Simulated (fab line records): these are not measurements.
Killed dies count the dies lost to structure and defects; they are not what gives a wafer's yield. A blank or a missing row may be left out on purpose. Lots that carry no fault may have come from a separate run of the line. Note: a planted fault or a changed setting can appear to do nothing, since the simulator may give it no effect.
Chamber matching || flow n5Finfet || N5_WELL_APT_DESCUM_30 on rieDiel-01: 4 sister chambers
The step chemistry O2, time 7.9 s. 14 wafers are shown with their chamber, then 7 later ones without.

== EACH WAFER AND ITS CHAMBER ==
{"wafer": "L076.1", "chamber": 1, "throttleValvePct (%)": 20.78, "drypumpMotorCurrentA (A)": 6.7, "oesProductAu (a.u.)": 0.72}
{"wafer": "L076.3", "chamber": 3, "throttleValvePct (%)": 20.87, "drypumpMotorCurrentA (A)": 6.1, "oesProductAu (a.u.)": 0.69}
{"wafer": "L076.5", "chamber": 1, "throttleValvePct (%)": 20.77, "drypumpMotorCurrentA (A)": 6.7, "oesProductAu (a.u.)": 0.72}
{"wafer": "L083.2", "chamber": 3, "throttleValvePct (%)": 20.89, "drypumpMotorCurrentA (A)": 6.1, "oesProductAu (a.u.)": 0.68}
{"wafer": "L083.5", "chamber": 1, "throttleValvePct (%)": 20.79, "drypumpMotorCurrentA (A)": 6.7, "oesProductAu (a.u.)": 0.71}
{"wafer": "L083.6", "chamber": 0, "throttleValvePct (%)": 20.19, "drypumpMotorCurrentA (A)": 6.0, "oesProductAu (a.u.)": 0.82}
{"wafer": "L084.1", "chamber": 0, "throttleValvePct (%)": 20.22, "drypumpMotorCurrentA (A)": 6.0, "oesProductAu (a.u.)": 0.83}
{"wafer": "L084.5", "chamber": 3, "throttleValvePct (%)": 20.86, "drypumpMotorCurrentA (A)": 6.1, "oesProductAu (a.u.)": 0.68}
{"wafer": "L084.6", "chamber": 0, "throttleValvePct (%)": 20.20, "drypumpMotorCurrentA (A)": 6.0, "oesProductAu (a.u.)": 0.83}
{"wafer": "L087.2", "chamber": 3, "throttleValvePct (%)": 20.89, "drypumpMotorCurrentA (A)": 6.1, "oesProductAu (a.u.)": 0.69}
{"wafer": "L087.3", "chamber": 2, "throttleValvePct (%)": 20.37, "drypumpMotorCurrentA (A)": 5.1, "oesProductAu (a.u.)": 0.71}
{"wafer": "L087.5", "chamber": 0, "throttleValvePct (%)": 20.21, "drypumpMotorCurrentA (A)": 6.0, "oesProductAu (a.u.)": 0.82}
{"wafer": "L090.1", "chamber": 2, "throttleValvePct (%)": 20.39, "drypumpMotorCurrentA (A)": 5.2, "oesProductAu (a.u.)": 0.70}
{"wafer": "L090.3", "chamber": 3, "throttleValvePct (%)": 20.89, "drypumpMotorCurrentA (A)": 6.0, "oesProductAu (a.u.)": 0.67}

SIGNATURES (means of the wafers above)
{"reading": "throttleValvePct", "chamber 0": 20.2050, "chamber 1": 20.7800, "chamber 2": 20.3800, "chamber 3": 20.8800, "scatter within a chamber": 0.013}
{"reading": "drypumpMotorCurrentA", "chamber 0": 6.000, "chamber 1": 6.700, "chamber 2": 5.150, "chamber 3": 6.080, "scatter within a chamber": 0.0361}
{"reading": "oesProductAu", "chamber 0": 0.8250, "chamber 1": 0.7167, "chamber 2": 0.7050, "chamber 3": 0.6820, "scatter within a chamber": 0.00705}
Rule: a wafer's distance from a chamber is the root of the sum, over the readings, of the square of ((its reading less the chamber's mean) divided by the reading's scatter). The wafer belongs to the nearest chamber; if the next one is less than 2 further off, it can't be placed. The scatter: take each reading less its chamber's mean, square it, sum over the shown wafers, divide by the number of wafers less the number of chambers, and take the root.

== WAFERS WITH NO CHAMBER GIVEN ==
{"wafer": "L090.4", "throttleValvePct (%)": 20.82, "drypumpMotorCurrentA (A)": 6.7, "oesProductAu (a.u.)": 0.69}
{"wafer": "L092.1", "throttleValvePct (%)": 20.23, "drypumpMotorCurrentA (A)": 6.0, "oesProductAu (a.u.)": 0.80}
{"wafer": "L092.2", "throttleValvePct (%)": 20.82, "drypumpMotorCurrentA (A)": 6.6, "oesProductAu (a.u.)": 0.69}
{"wafer": "L092.3", "throttleValvePct (%)": 20.42, "drypumpMotorCurrentA (A)": 5.1, "oesProductAu (a.u.)": 0.70}
{"wafer": "L096.2", "throttleValvePct (%)": 20.43, "drypumpMotorCurrentA (A)": 5.1, "oesProductAu (a.u.)": 0.69}
{"wafer": "L096.3", "throttleValvePct (%)": 20.25, "drypumpMotorCurrentA (A)": 6.0, "oesProductAu (a.u.)": 0.78}
{"wafer": "L096.6", "throttleValvePct (%)": 20.50, "drypumpMotorCurrentA (A)": 6.1, "oesProductAu (a.u.)": 0.97}

== WHICH CHAMBER EACH ONE RAN IN ==
{"wafer": "L090.4", "from the rows above": 1, "in truth": 1}
{"wafer": "L092.1", "from the rows above": 0, "in truth": 0}
{"wafer": "L092.2", "from the rows above": 1, "in truth": 1}
{"wafer": "L092.3", "from the rows above": 2, "in truth": 2}
{"wafer": "L096.2", "from the rows above": 2, "in truth": 2}
{"wafer": "L096.3", "from the rows above": 0, "in truth": 0}
{"wafer": "L096.6", "from the rows above": 0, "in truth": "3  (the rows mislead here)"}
6 of 7 placed correctly. Left unplaced by these rows: 0. Wrongly placed: 1.
